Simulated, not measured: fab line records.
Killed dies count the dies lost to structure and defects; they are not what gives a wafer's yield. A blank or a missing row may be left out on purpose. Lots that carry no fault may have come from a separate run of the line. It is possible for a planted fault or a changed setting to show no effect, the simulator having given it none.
Chamber matching + flow nandHarc + NHARC_A_CHANNEL_FILL_D1_CMP_10 on cmp-03 has 4 sister chambers
The step polishes, target thk 150 nm. 8 wafers are shown with their chamber, then 9 later ones without.

## EACH WAFER AND ITS CHAMBER
| wafer  | chamber | motorCurrentA (A) | timeToEndpointS (s) |
|--------|---------|-------------------|---------------------|
| L080.4 | 1       | 12.8              | 10.3                |
| L083.1 | 3       | 14.1              | 17.3                |
| L084.4 | 1       | 12.8              | 14.0                |
| L084.5 | 2       | 10.8              | 18.6                |
| L084.6 | 3       | 13.2              | 16.2                |
| L088.1 | 0       | 11.6              | 18.3                |
| L088.3 | 2       | 11.7              | 16.9                |
| L088.5 | 0       | 11.6              | 20.0                |

## WAFERS WITH NO CHAMBER GIVEN
| wafer  | motorCurrentA (A) | timeToEndpointS (s) |
|--------|-------------------|---------------------|
| L091.4 | 11.5              | 15.7                |
| L091.5 | 11.8              | 15.4                |
| L091.6 | 13.6              | 16.1                |
| L089.1 | 12.6              | 15.6                |
| L089.2 | 11.5              | 16.3                |
| L089.6 | 12.8              | 12.7                |
| L096.1 | 12.1              | 16.0                |
| L096.2 | 11.7              | 16.9                |
| L096.3 | 14.2              | 15.1                |

## WHICH CHAMBER EACH ONE RAN IN
| wafer  | from the rows above               | in truth |
|--------|-----------------------------------|----------|
| L091.4 | can't be placed: 2 or 0           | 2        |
| L091.5 | can't be placed: 2 or 0 or 1      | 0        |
| L091.6 | 3                                 | 3        |
| L089.1 | can't be placed: 1 or 3 or 0 or 2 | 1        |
| L089.2 | can't be placed: 2 or 0           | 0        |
| L089.6 | 1                                 | 1        |
| L096.1 | can't be placed: 2 or 0 or 1 or 3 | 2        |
| L096.2 | can't be placed: 2 or 0           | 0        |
| L096.3 | 3                                 | 3        |
Correct placement for 3 of the 9. Not placeable from these rows: 6 (in 6, the candidates include the true chamber). Placed wrongly: 0.
How it was worked out, from the rows above alone: a wafer's distance from a chamber is the root of the sum, over the readings, of the square of ((its reading less the chamber's mean) divided by the reading's scatter). The wafer belongs to the nearest chamber; if the next one is less than 2 further off, it can't be placed. For every chamber, the mean is computed from those of its wafers that are shown. The scatter is the square root of a quotient: the sum, over the shown wafers, of each reading's squared deviation from its chamber's mean, divided by wafers minus chambers.
